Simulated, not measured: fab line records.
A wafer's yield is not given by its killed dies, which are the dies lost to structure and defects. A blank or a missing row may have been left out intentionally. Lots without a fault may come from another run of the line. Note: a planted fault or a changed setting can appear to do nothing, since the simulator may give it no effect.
A lot that was struck, set against a sound lot ; flow n5_finfet ; 16 out of 1938 route steps
Sound: wafers L575.2, L575.3, L575.6. Struck: wafer L584.6 (L584.2, L584.4, from the same lot, were not struck and are left out); the cause is given at the end.
Per side, at each step with rows, come the tool, then ch with its chambers, and then its first start. Under that, the readings that differ: sound wafers ; struck wafers ; difference of the means ; sigmas: that difference in standard deviations of wafers without a fault.
alike: a reading whose means differ by less than 2 such deviations, as well as words and numbers matching on both sides. not compared: withheld readings; readings where some wafer has no value; bounds like >300 that might hide an equal value; numbers whose values overlap and for which the record gives no deviation.
A row with sigmas, a row that says differs or no value, or rows on one side alone: a step with any of these is where the two part. Non-overlapping numbers with no deviation appear without sigmas and do not part them. Lack of a reading on every wafer of one side parts them only where that side has two or more wafers.

N5_GATE_CUT_OVL_MEAS_14:
  sound on overlay-01 ch 0, day 4 21:09; struck on overlay-01 ch 0, day 7 06:40
  alike: GATE_CUT_OVL
N5_GATE_CUT_INSPECT_15: inspects for defects (brightfield).
  sound on defect_inspect-02 at day 4 21:12; struck on defect_inspect-01 at day 7 06:43
  alike: raw_defect_count
N5_GATE_CUT_DESCUM_18: chemistry O2, time 7 s.
  sound on rie_diel-03 ch 1,3, day 4 21:23; struck on rie_diel-03 ch 0, day 7 06:44
reading;sound;struck;difference;sigmas
drypump_motor_current_A (A);5.9 6.5 6.5;5.2;-1.1;-3
  alike: chamber_pressure_mTorr, o2_flow_sccm, oes_product_au, rf_fwd_power_W, rf_vpp_V, showerhead_plenum_p_Torr, throttle_valve_pct
  not compared: rf_hours_counter_h
then, 1 step without rows for these wafers: N5_GATE_CUT_ETCH_28 (etches underlayer in N2/H2, target depth 13 nm, time 10.4 s).
N5_GATE_CUT_ETCH_36: etches SiARC in CF4, target depth 13 nm, time 21.7 s.
  sound on rie_diel-03 ch 1,3, day 4 21:26; struck on rie_diel-03 ch 0, day 7 06:48
reading;sound;struck;difference;sigmas
drypump_motor_current_A (A);5.9 6.5 6.5;5.2;-1.1;-3
  alike: chamber_pressure_mTorr, etch_rf_on_time_s, oes_product_au, rf_fwd_power_W, rf_vpp_V, showerhead_plenum_p_Torr, throttle_valve_pct
  not compared: rf_hours_counter_h
N5_GATE_CUT_ETCH_37: etches SOC in N2/H2, target depth 60 nm, overetch 12 nm, time 90 s.
  sound on rie_diel-03 ch 1,3, day 4 21:28; struck on rie_diel-03 ch 0, day 7 06:49
reading;sound;struck;difference;sigmas
drypump_motor_current_A (A);5.9 6.5 6.5;5.3;-1.0;-3
  alike: chamber_pressure_mTorr, oes_product_au, rf_fwd_power_W, rf_vpp_V, showerhead_plenum_p_Torr, throttle_valve_pct
  not compared: rf_hours_counter_h
then, 2 steps without rows for these wafers: N5_GATE_CUT_STRIP_38 (strips in N2/H2); N5_GATE_CUT_STRIP_39 (strips in N2/H2).
N5_GATE_CUT_HM_OPEN_40: chemistry C4F6/O2, target SiO2, target depth 139 nm, time 85.1 s.
  sound on rie_diel-03 ch 1,3, day 4 21:33; struck on rie_diel-03 ch 0, day 7 06:55
reading;sound;struck;difference;sigmas
drypump_motor_current_A (A);5.9 6.5 6.5;5.2;-1.1;-3
rf_fwd_power_W (W);343.5 341.9 342.8;340.4;-2.3;-2
rf_vpp_V (V);673 673 672;619;-54;-3
  alike: chamber_pressure_mTorr, etch_rf_on_time_s, oes_product_au, showerhead_plenum_p_Torr, throttle_valve_pct
  not compared: rf_hours_counter_h
then, 2 steps without rows for these wafers: N5_GATE_CUT_STRIP_41 (strips in CF4); N5_GATE_CUT_STRIP_42 (strips in O2).
N5_GATE_CUT_ETCH_19: etches SiNx in CH3F/O2, target depth 53.7 nm, time 76.7 s.
  sound on rie_diel-03 ch 1,3, day 4 21:40; struck on rie_diel-03 ch 0, day 7 07:02
reading;sound;struck;difference;sigmas
drypump_motor_current_A (A);5.9 6.4 6.4;5.3;-0.9;-2
rf_vpp_V (V);301 301 299;279;-21;-3
  alike: chamber_pressure_mTorr, etch_rf_on_time_s, oes_product_au, rf_fwd_power_W, showerhead_plenum_p_Torr, throttle_valve_pct
  not compared: rf_hours_counter_h
N5_GATE_CUT_CUT_ETCH_53: etches W in SF6/Cl2, target depth 79.2 nm.
  sound on rie_metal-03 ch 0,1, day 4 21:47; struck on rie_metal-02 ch 1, day 7 07:09
reading;sound;struck;difference;sigmas
etch_rf_on_time_s (s);26.3 25.5 25.5;33.2;+7.4;+12
rf_fwd_power_W (W);879 873 874;666;-209;-62
  alike: SF6_flow_sccm, chamber_pressure_mTorr, drypump_motor_current_A, oes_product_au, throttle_valve_pct
  not compared: rf_hours_counter_h
then, 1 step without rows for these wafers: N5_GATE_CUT_CUT_ETCH_54 (etches TiN in Cl2/BCl3, target depth 96.7 nm).
-- the record jumps here: 7 days lie between the struck wafers' starts before and after (it left off in module GATE_CUT and takes up again in module BEOL_M4, whose first step shown is number 1111 of the route) --
N5_BEOL_M4_RC_MEAS_101:
  sound on prober-01 ch 0, day 12 10:05; struck on prober-02 ch 0, day 14 11:15
  alike: DIBL_N, DIBL_P, IOFF_N, IOFF_P, ION_N, ION_P, SS_N, SS_P, VT_N, VT_P
after that, 1 step had no rows for these wafers: N5_PASSIVATION_PROBE_49.

WHERE THEY PART
First at N5_GATE_CUT_DESCUM_18; last, within this record, at N5_GATE_CUT_CUT_ETCH_53. Later steps at which nothing parts them and some readings are alike: N5_BEOL_M4_RC_MEAS_101.

WHY: what had been put in by the simulator
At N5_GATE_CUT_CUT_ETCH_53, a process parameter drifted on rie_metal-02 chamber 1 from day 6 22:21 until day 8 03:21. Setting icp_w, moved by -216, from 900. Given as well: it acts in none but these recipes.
